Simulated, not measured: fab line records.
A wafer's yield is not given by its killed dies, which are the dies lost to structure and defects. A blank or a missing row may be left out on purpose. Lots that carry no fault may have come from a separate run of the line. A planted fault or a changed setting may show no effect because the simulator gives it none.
Chamber matching	flow nandHarc	rieDiel-11 running NHARC_P_BONDPAD_DESCUM_11: 4 sister chambers
The step chemistry O2, time 3 s. 15 wafers are shown with their chamber, then 7 later ones without.

== WAFERS WITH THEIR CHAMBER ==
wafer	chamber	drypumpMotorCurrentA (A)	rfVppV (V)	oesProductAu (a.u.)
L963.3	3	5.8	57.2	0.997
L968.2	2	5.1	59.2	0.998
L968.4	0	5.6	57.6	0.997
L968.5	1	6.3	57.7	0.992
L967.2	2	5.1	57.9	1.006
L967.3	1	6.3	57.6	1.000
L967.5	3	5.8	57.5	1.008
L969.1	3	5.8	57.9	0.986
L969.4	0	5.5	58.1	0.988
L969.5	3	5.8	59.3	0.996
L971.1	0	5.5	57.4	0.987
L971.3	1	6.3	58.9	1.016
L971.5	1	6.3	57.9	1.005
L972.3	0	5.5	57.5	0.995
L972.4	2	5.1	59.8	0.999

SIGNATURES (means of the wafers above)
reading	chamber 0	chamber 1	chamber 2	chamber 3	scatter within a chamber
drypumpMotorCurrentA	5.525	6.300	5.100	5.800	0.0261
rfVppV	57.650	58.025	58.967	57.975	0.728
oesProductAu	0.99175	1.00325	1.00100	0.99675	0.00774
Rule: distance of a wafer from a chamber = root of the sum over the readings of ((wafer's reading minus chamber's mean) / reading's scatter) squared. The wafer belongs to the nearest chamber; if the next one is less than 2 further off, it can't be placed. How the scatter is found: for the shown wafers, subtract from each reading the mean of its chamber, square and add these, divide the total by (wafers less chambers), then take the root.

== WAFERS WHOSE CHAMBER IS MISSING ==
wafer	drypumpMotorCurrentA (A)	rfVppV (V)	oesProductAu (a.u.)
L972.5	6.3	59.6	0.998
L975.1	5.1	59.0	1.004
L975.3	5.5	57.0	0.993
L975.6	5.8	57.9	1.001
L976.3	5.1	57.0	1.006
L976.4	5.5	58.4	0.985
L976.5	5.8	57.9	1.010

== EACH ONE'S CHAMBER ==
wafer	from the rows above	in truth
L972.5	1	1
L975.1	2	2
L975.3	0	0
L975.6	3	3
L976.3	2	2
L976.4	0	0
L976.5	3	3
Placed correctly: 7 of 7. From these rows, 0 cannot be placed. Wrongly placed: 0.
